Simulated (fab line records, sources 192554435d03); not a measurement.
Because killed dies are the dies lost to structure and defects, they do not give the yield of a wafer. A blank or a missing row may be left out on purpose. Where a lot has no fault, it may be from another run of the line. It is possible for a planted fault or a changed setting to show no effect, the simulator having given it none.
Struck lot and sound lot, side by side / flow n5Finfet / 14 out of 1938 route steps
Sound: wafers L238.2, L238.3, L238.5. Wafers L246.2, L246.3, L246.4 were the ones struck. The cause is given at the end.
Each step with rows lists, per side, the tool, then ch with its chambers, then its first start. Under that, the readings that differ: sound wafers / struck wafers / difference of the means / sigmas: that difference in standard deviations of wafers without a fault.
alike: words and numbers the same on both sides, and readings whose means are apart by under 2 such deviations; not compared: readings that were withheld, readings missing a value for some wafer, numbers with overlapping values and no deviation given by the record, and bounds like >300 which may hide the same value.
Wherever a step has rows on one side only, a row that says differs or no value, or a row with sigmas, the two part there. Numbers that don't overlap but have no deviation are shown without sigmas and don't part them. A reading that every wafer of one side lacks parts them only if that side has two wafers or more.

first, 2 steps without rows for these wafers: N5_PASSIVATION_STRIP_73 (strips in post etch residue remover, time 60 s); N5_PASSIVATION_SRD_17 (time 30 s, dry time 30 s).
N5_PASSIVATION_DEGAS_18: time 60 s.
  sound on pvdSputter-01 at day 13 15:38; struck on pvdSputter-02 at day 15 05:53
  alike: heaterPowerW
N5_PASSIVATION_PRE_CLEAN_19:
  sound on pvdSputter-01 at day 13 15:41; struck on pvdSputter-02 at day 15 05:56
  alike: heaterPowerW
N5_PASSIVATION_SPUTTER_20: material TaN, target thk 50 nm.
  sound on pvdSputter-01 at day 13 15:43; struck on pvdSputter-02 at day 15 05:58
  alike: throttleValvePct
N5_PASSIVATION_AL_DEP_21: deposits Al, target thk 2800 nm, time 170 s.
  sound on pvdSputter-01 at day 13 15:49; struck on pvdSputter-02 at day 15 06:04
  alike: throttleValvePct
then, 6 steps without rows for these wafers: N5_PASSIVATION_HMDS_23 (time 60 s); N5_PASSIVATION_COAT_24; N5_PASSIVATION_EBR_26; N5_PASSIVATION_SOFTBAKE_25 (time 90 s); N5_PASSIVATION_EXPOSE_27 (exposes mask PAD, defocus 0 nm); N5_PASSIVATION_PEB_28.
N5_PASSIVATION_DEVELOP_29: develop time 60 s.
  sound on lithoTrack-04 ch 0, day 13 16:11; struck on lithoTrack-01, day 15 06:26
  no value came back on the struck wafers for chillPlateTempC (C), developTimeS (s); on the sound wafers chillPlateTempC (C) reads 23.08 22.97 23.08
then, 1 step without rows for these wafers: N5_PASSIVATION_HARDBAKE_31 (time 120 s).

WHERE THEY PART
N5_PASSIVATION_DEVELOP_29 only, going by this record.

WHY: whatever the simulator had introduced
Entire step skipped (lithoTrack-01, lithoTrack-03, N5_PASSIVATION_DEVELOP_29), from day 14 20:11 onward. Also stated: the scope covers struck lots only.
